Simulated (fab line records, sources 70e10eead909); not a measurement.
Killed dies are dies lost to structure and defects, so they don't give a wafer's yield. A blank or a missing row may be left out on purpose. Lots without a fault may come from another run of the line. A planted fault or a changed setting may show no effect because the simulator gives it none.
fab line records | flow nand_harc
record lots=13 wafers=39 last_day=24
route steps=1159 shown A_ONON_D1@425
lots that met no fault: from a run of the same line without faults
start_h: hours from the record's first day to the start of the lot's first wafer shown | wait_h: hours since the lot's step before | " the same as in the row above | L1.1+2: a row that stands for several wafers | - no value, or no start given | * or withheld: withheld | < > ~ a bound
route shown NAME@n: a module of which the file shows steps, and the number in the route of the first | usual: mean/standard deviation of fault-free wafers | same: alike in all rows | chamber/n: place in a boat | sites: the reading at each site | _std_site: their standard deviation | _edge_site: outer sites' mean less inner sites' | radius_mm: how far each site lies from the wafer's centre | mask NAME#n: copy n | behind: the tool/chamber that last shaped the wafer | hold: why the lot was held/for how many hours/how that ended | device: the transistor (n, p or np) that didn't switch | end of line: the same wafers' tests at the end of the route | a step without rows: its recipe alone | killed: dies lost to structure and defects at the first sort, not the wafer's yield | map: a wafer's dies, x killed, . not, _ none there
set.NAME: the setting as run; set.NAME@STEP: as run at that earlier step | model.NAME: the simulator's own value behind a step, which no gauge read
steps of the route over a sample of lots; a table a step, a row a wafer
services: from which hour (start_h, from the record's first day; less than 0 if before it) a tool's chamber was out of use, for how many hours, and why
## steps
# step NHARC_A_ONON_D1_THK_MEAS_02
# recipe thk_meas_gauge=ellipsometry
# usual thk_nm=1003/12
# columns lot.wafer tool chamber start_h wait_h thk_nm
L111.4 film_metro-01 - 151.15 - 995
L111.5 " - " " 993
L111.6 " - " " 994
L113.1 film_metro-01 - 168.52 - 1009
L113.2 " - " " 1007
L113.6 " - " " 1007
L112.2 film_metro-02 - 168.53 - 996
L112.4 " - " " 994
L112.6 " - " " 995
L114.1 film_metro-02 - 174.79 - 1010
L114.2 " - " " 1008
L114.5 " - " " 1008
L116.1 film_metro-02 - 178.10 - 1027
L116.3 " - " " 1025
L116.6 " - " " 1023
L119.1 film_metro-02 - 211.11 - 993
L119.5 " - " " 991
L119.6 " - " " 992
L123.1 film_metro-01 - 235.01 - 981
L123.2 " - " " 981
L123.4 " - " " 980
L127.1 film_metro-02 - 254.87 - 991
L127.3 " - " " 988
L127.5 " - " " 990
L128.4 film_metro-01 - 264.66 - 1018
L128.5 " - " " 1017
L128.6 " - " " 1019
L131.2 film_metro-01 - 280.48 - 1009
L131.3 " - " " 1010
L131.4 " - " " 1007
L132.1 film_metro-02 - 280.50 - 1005
L132.2 " - " " 1007
L132.3 " - " " 1006
L133.2 film_metro-02 - 285.80 - 1003
L133.5 " - " " 1002
L133.6 " - " " 1003
L134.1 film_metro-01 - 296.80 - 1020
L134.3 " - " " 1019
L134.5 " - " " 1017
# step NHARC_A_ONON_D1_THK_MEAS_05
# recipe thk_meas_gauge=ellipsometry
# usual thk_nm=1001/9.1
# columns lot.wafer tool chamber start_h wait_h thk_nm
L111.4 film_metro-02 - 151.72 - 1005
L111.5 " - " " 1005
L111.6 " - " " 1004
L112.2 film_metro-02 - 169.09 - 1008
L112.4 " - " " 1010
L112.6 " - " " 1009
L113.1 film_metro-01 - 169.09 - 1015
L113.2 " - " " 1015
L113.6 " - " " 1015
L114.1 film_metro-02 - 175.35 - 995
L114.2 " - " " 997
L114.5 " - " " 997
L116.1 film_metro-02 - 178.67 - 1007
L116.3 " - " " 1007
L116.6 " - " " 1007
L119.1 film_metro-01 - 211.68 - 1011
L119.5 " - " " 1011
L119.6 " - " " 1011
L123.1 film_metro-01 - 235.57 - 993
L123.2 " - " " 993
L123.4 " - " " 989
L127.1 film_metro-01 - 255.45 - 1003
L127.3 " - " " 1006
L127.5 " - " " 1003
L128.4 film_metro-01 - 265.23 - 991
L128.5 " - " " 989
L128.6 " - " " 991
L131.2 film_metro-02 - 281.04 - 1014
L131.3 " - " " 1013
L131.4 " - " " 1010
L132.1 film_metro-01 - 281.07 - 1000
L132.2 " - " " 1000
L132.3 " - " " 1000
L133.2 film_metro-01 - 286.37 - 997
L133.5 " - " " 998
L133.6 " - " " 997
L134.1 film_metro-02 - 297.37 - 1000
L134.3 " - " " 999
L134.5 " - " " 1001
# step NHARC_A_ONON_D1_DEP_06
# recipe target_thk_a=10000 n2_flow_sccm=2750 n2o_flow_sccm=2000 nh3_flow_sccm=500 sih4_flow_sccm=210 temp_c=400
# usual sih4_flow_sccm=210.0/0.58
# columns lot.wafer tool chamber start_h wait_h sih4_flow_sccm
L111.4 pecvd_onon-04 0 151.95 0.2 209.5
L111.5 " 0 " " 208.6
L111.6 " 0 " " 209.8
L113.1 pecvd_onon-01 0 169.15 0.1 210.0
L113.2 " 0 " " 210.2
L113.6 " 0 " " 210.5
L112.2 pecvd_onon-04 0 169.20 0.1 210.1
L112.4 " 0 " " 210.4
L112.6 " 0 " " 209.8
L114.1 pecvd_onon-01 0 175.41 0.1 210.4
L114.2 " 0 " " 210.3
L114.5 " 0 " " 210.4
L116.1 pecvd_onon-04 0 178.72 0.1 210.3
L116.3 " 0 " " 209.0
L116.6 " 0 " " 210.1
L119.1 pecvd_onon-01 0 211.74 0.1 210.8
L119.5 " 0 " " 210.6
L119.6 " 0 " " 209.7
L123.1 pecvd_onon-01 0 235.63 0.1 210.2
L123.2 " 0 " " 209.3
L123.4 " 0 " " 210.2
L127.1 pecvd_onon-02 0 255.50 0.1 210.0
L127.3 " 0 " " 209.5
L127.5 " 0 " " 210.0
L128.4 pecvd_onon-02 0 265.46 0.2 210.0
L128.5 " 0 " " 209.3
L128.6 " 0 " " 211.0
L132.1 pecvd_onon-02 0 281.13 0.1 211.0
L132.2 " 0 " " 210.3
L132.3 " 0 " " 209.9
L131.2 pecvd_onon-04 0 281.15 0.1 210.2
L131.3 " 0 " " 211.4
L131.4 " 0 " " 210.7
L133.2 pecvd_onon-04 0 286.48 0.1 210.3
L133.5 " 0 " " 209.6
L133.6 " 0 " " 209.7
L134.1 pecvd_onon-04 0 297.42 0.1 209.5
L134.3 " 0 " " 209.5
L134.5 " 0 " " 210.2
# step NHARC_A_ONON_D1_THK_MEAS_08
# recipe thk_meas_gauge=ellipsometry
# usual thk_nm=999/10
# columns lot.wafer tool chamber start_h wait_h thk_nm
L111.4 film_metro-01 - 152.29 - 997
L111.5 " - " " 997
L111.6 " - " " 996
L112.2 film_metro-02 - 169.65 - 996
L112.4 " - " " 997
L112.6 " - " " 994
L113.1 film_metro-01 - 169.66 - 1026
L113.2 " - " " 1025
L113.6 " - " " 1027
L114.1 film_metro-01 - 175.95 - 995
L114.2 " - " " 993
L114.5 " - " " 994
L116.1 film_metro-01 - 179.23 - 1005
L116.3 " - " " 1006
L116.6 " - " " 1005
L119.1 film_metro-02 - 212.27 - 996
L119.5 " - " " 996
L119.6 " - " " 997
L123.1 film_metro-01 - 236.14 - 1004
L123.2 " - " " 1069
L123.4 " - " " 1005
L127.1 film_metro-01 - 256.01 - 1002
L127.3 " - " " 1001
L127.5 " - " " 1002
L128.4 film_metro-01 - 265.80 - 991
L128.5 " - " " 991
L128.6 " - " " 991
L131.2 film_metro-02 - 281.61 - 1009
L131.3 " - " " 1008
L131.4 " - " " 1008
L132.1 film_metro-01 - 281.64 - 994
L132.2 " - " " 998
L132.3 " - " " 996
L133.2 film_metro-01 - 286.93 - 1016
L133.5 " - " " 1017
L133.6 " - " " 1018
L134.1 film_metro-01 - 297.93 - 993
L134.3 " - " " 991
L134.5 " - " " 991
# step NHARC_A_ONON_D1_THK_MEAS_30
# recipe thk_meas_gauge=ellipsometry
# usual thk_nm=999/9.5
# columns lot.wafer tool chamber start_h wait_h thk_nm
L111.4 film_metro-01 - 162.51 - 996
L111.5 " - " " 998
L111.6 " - " " 996
L113.1 film_metro-01 - 180.21 - 985
L113.2 " - " " 987
L113.6 " - " " 986
L112.2 film_metro-01 - 180.22 - 975
L112.4 " - " " 975
L112.6 " - " " 975
L114.1 film_metro-02 - 186.52 - 1010
L114.2 " - " " 1009
L114.5 " - " " 1009
L116.1 film_metro-01 - 189.98 - 1004
L116.3 " - " " 1002
L116.6 " - " " 1001
L119.1 film_metro-01 - 223.94 - 1001
L119.5 " - " " 999
L119.6 " - " " 999
L123.1 film_metro-01 - 246.69 - 999
L123.2 " - " " 1000
L123.4 " - " " 1002
L127.1 film_metro-02 - 266.72 - 990
L127.3 " - " " 989
L127.5 " - " " 990
L128.4 film_metro-02 - 277.42 - 1004
L128.5 " - " " 1004
L128.6 " - " " 1002
L131.2 film_metro-01 - 292.06 - 1004
L131.3 " - " " 1006
L131.4 " - " " 1005
L132.1 film_metro-02 - 292.06 - 1005
L132.2 " - " " 1003
L132.3 " - " " 1003
L133.2 film_metro-01 - 297.72 - 1000
L133.5 " - " " 1002
L133.6 " - " " 1001
L134.1 film_metro-02 - 310.58 - 1002
L134.3 " - " " 1003
L134.5 " - " " 1001
## services
# columns tool chamber start_h hours kind
pecvd_onon-01 - 143.89 3.4 repair
pecvd_onon-01 - 195.00 13.0 pm
pecvd_onon-02 - 215.57 1.4 repair
pecvd_onon-04 - 237.49 13.0 pm
pecvd_onon-02 - 292.58 13.0 pm
## key
first_sign step=NHARC_A_ONON_D1_THK_MEAS_08 reading=thk_nm direction=up sigmas=7.1 usual=999 struck=1069
effect none on later readings
met_at NHARC_A_ONON_D1_DEP_06
struck_lots L123
struck_wafers L123.2
sort_left_out L123.2
tester_left_out L123
not_acting_at NHARC_A_ONON_D1_THK_MEAS_02,NHARC_A_ONON_D1_THK_MEAS_05,NHARC_A_ONON_D1_THK_MEAS_30
onset_between 211.74 235.63
fault kind=process_parameter_drift tool=pecvd_onon-01 chamber=- onset_h=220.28 steps=NHARC_A_ONON_D1_DEP_06 channel=target_thk_a offset=* shape=step end_h=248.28 scope=struck_wafers_only acts_in=* stated=*
# tester_left_out: of these lots the tester's yield and bins aren't shown, on N5 and GAA mostly nor the transistor test; their killed dies are dies lost to structure and defects alone, not to doping, threshold or leakage, so they don't give the yield
# sort_left_out: the simulated sort isn't trusted on such a fault, so these wafers' sort isn't shown, and their yield isn't known
